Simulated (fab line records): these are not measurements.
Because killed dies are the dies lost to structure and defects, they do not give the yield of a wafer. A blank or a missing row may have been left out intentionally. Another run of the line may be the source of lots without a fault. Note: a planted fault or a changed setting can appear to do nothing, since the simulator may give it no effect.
Comparing a struck lot with a sound one || flow n5-finfet || 39 out of 1938 route steps
Sound: these wafers, L447.2, L447.3, L447.6. Wafers L464.1, L464.4, L464.6 were the ones struck. At the end, the cause is stated.
Per side, at each step with rows, come the tool, then ch with its chambers, and then its first start. Under that, the readings that differ: sound wafers || struck wafers || difference of the means || sigmas: that difference in standard deviations of wafers without a fault.
alike: readings whose means differ by less than 2 such deviations, and words and numbers that are the same on both sides. not compared: withheld readings, readings that some wafer has no value for, bounds like >300 that may hide the same value, and numbers for which the record gives no deviation and whose values overlap.
A row with sigmas, a row that says differs or no value, or rows on one side alone: a step with any of these is where the two part. Non-overlapping numbers with no deviation appear without sigmas and do not part them. A reading that every wafer of one side lacks parts them only if that side has two wafers or more.

first, 9 steps without rows for these wafers: N5_BEOL_M4_ANNEAL_95 (time 240 s); N5_BEOL_M4_SPUTTER_96 (material Cu, target thk 4.5 nm, time 8.29 s); N5_BEOL_M4_ECD_50 (material Cu, target thk 300 nm); N5_BEOL_M4_ANNEAL_51 (time 90 s); N5_BEOL_M4_CMP_52 (polishes, stops on SiOC, t overpolish 6.8 s, target thk 40 nm); N5_BEOL_M4_PRE_CLEAN_60 (time 15 s); N5_BEOL_M4_CO_CAP_55 (material Co, precursor CCTBA/H2, target thk 2 nm, time 102.1 s); N5_BEOL_M4_PRE_CLEAN_56 (time 15 s); N5_BEOL_M4_DEP_57 (deposits SiCN from 3MS/NH3, target thk 8 nm, time 14 s).
N5_BEOL_M4_RC_MEAS_101:
  sound on prober-02 ch 0, day 7 20:58; struck on prober-02 ch 0, day 12 12:32
  alike: DIBL_N, DIBL_P, IOFF_N, IOFF_P, ION_N, ION_P, SS_N, SS_P, VT_N, VT_P
then, 24 steps without rows for these wafers: N5_BEOL_M5_ILD_DEP_00 (deposits SiCOH lowk from DEMS/porogen, target thk 140.64 nm, time 25.9 s); N5_BEOL_M5_CURE_79 (cures SiCOH lowk, time 240 s); N5_BEOL_M5_PECVD_70 (deposits SiO2 from TEOS/O2, target thk 16 nm, time 18 s); N5_BEOL_M5_HM_DEP_02 (deposits TiN, target thk 20 nm); N5_BEOL_M5_COAT_59 (time 60 s, resist thk 60 nm); N5_BEOL_M5_COAT_60 (time 60 s, resist thk 12 nm); N5_BEOL_M5_COAT_71 (time 60 s, resist thk 5 nm); N5_BEOL_M5_COAT_05 (resist thk 30 nm); N5_BEOL_M5_EBR_07; N5_BEOL_M5_SOFTBAKE_06 (time 60 s); N5_BEOL_M5_EXPOSE_08 (exposes mask M5, target cd 28 nm); N5_BEOL_M5_PEB_09 (peb time 60 s); N5_BEOL_M5_DEVELOP_10 (develop time 30 s); N5_BEOL_M5_DESCUM_16 (chemistry O2, time 7 s); N5_BEOL_M5_ETCH_72 (etches underlayer in N2/H2, target depth 6.5 nm, time 5.2 s); N5_BEOL_M5_ETCH_61 (etches SiARC in CF4, target depth 15.6 nm, time 26 s); N5_BEOL_M5_ETCH_62 (etches SOC in N2/H2, target depth 75 nm, overetch 15 nm, time 112.5 s); N5_BEOL_M5_STRIP_63 (strips in N2/H2); N5_BEOL_M5_STRIP_73 (strips in N2/H2); N5_BEOL_M5_STRIP_64 (strips in CF4); N5_BEOL_M5_HM_OPEN_17 (chemistry Cl2/BCl3, target TiN, target depth 20 nm, overetch 6 nm); N5_BEOL_M5_STRIP_19 (strips in O2); N5_BEOL_M5_COAT_65 (time 60 s, resist thk 60 nm); N5_BEOL_M5_COAT_66 (time 60 s, resist thk 12 nm).
N5_BEOL_M5_EXPOSE_25: exposes mask V4, defocus 10 nm.
  sound on euv-scanner-02 ch 0, day 8 03:08; struck on euv-scanner-02 ch 0, day 12 19:37
{"reading": "exposure-dose-mJ-cm2", "sound": "52.54 52.59 52.57", "struck": "46.82 46.92 46.93", "difference": -5.68, "sigmas": -86}
  alike: mask
N5_BEOL_M5_CD_MEAS_28: target cd 30.6 nm, target cd y 20 nm.
  sound on cd-sem-03 ch 0, day 8 03:16; struck on cd-sem-02 ch 0, day 12 19:46
{"reading": "cd-nm (nm)", "sound": "30.30 30.76 30.77", "struck": "27.72 27.61 27.83", "difference": -2.89, "sigmas": -13}
N5_BEOL_M5_ETCH_75: etches underlayer in N2/H2, target depth 6.5 nm, time 5.2 s.
  sound on rie-diel-01 ch 0,2, day 8 03:33; struck on rie-diel-06 ch 0,1,2, day 12 19:55
{"reading": "etch-rf-on-time-s (s)", "sound": "5.18 5.08 5.08", "struck": "5.26 5.38 5.20", "difference": "+0.17", "sigmas": "+2"}
{"reading": "model.BEOL_M5.cd-nm (nm)", "sound": "27.4 27.8 27.4", "struck": "24.8 24.8 24.8", "difference": -2.7, "sigmas": ""}
  alike: chamber-pressure-mTorr, drypump-motor-current-A, oes-product-au, rf-vpp-V, showerhead-plenum-p-Torr, throttle-valve-pct
  not compared: rf-hours-counter-h
N5_BEOL_M5_VIA_ETCH_34: etches SiCOH lowk in C4F6/O2, target depth 88.3 nm, time 39.2 s.
  sound on rie-diel-01 ch 0,2, day 8 03:42; struck on rie-diel-06 ch 0,1,2, day 12 20:04
{"reading": "model.BEOL_M5.cd-nm (nm)", "sound": "27.6 28.2 27.8", "struck": "24.4 24.6 24.4", "difference": -3.4, "sigmas": ""}
  alike: chamber-pressure-mTorr, drypump-motor-current-A, oes-product-au, rf-vpp-V, showerhead-plenum-p-Torr, throttle-valve-pct
  not compared: rf-hours-counter-h
-- a jump in the record: the struck wafers' starts before and after are 4 days apart (it breaks off in module BEOL_M5 and resumes in module PASSIVATION, where the first step shown is number 1936 of the route) --
N5_PASSIVATION_PROBE_49:
  rows exist in the record for the struck wafers here (prober-01, day 16 14:55), but not for the sound ones

== WHERE THEY PART ==
Last at N5_PASSIVATION_PROBE_49 as far as this record goes, first at N5_BEOL_M5_EXPOSE_25.

WHY: what had been put in by the simulator
Process parameter drift: euv-scanner-02, from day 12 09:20 on, at N5_BEOL_M5_EXPOSE_25. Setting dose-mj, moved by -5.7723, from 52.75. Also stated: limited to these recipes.
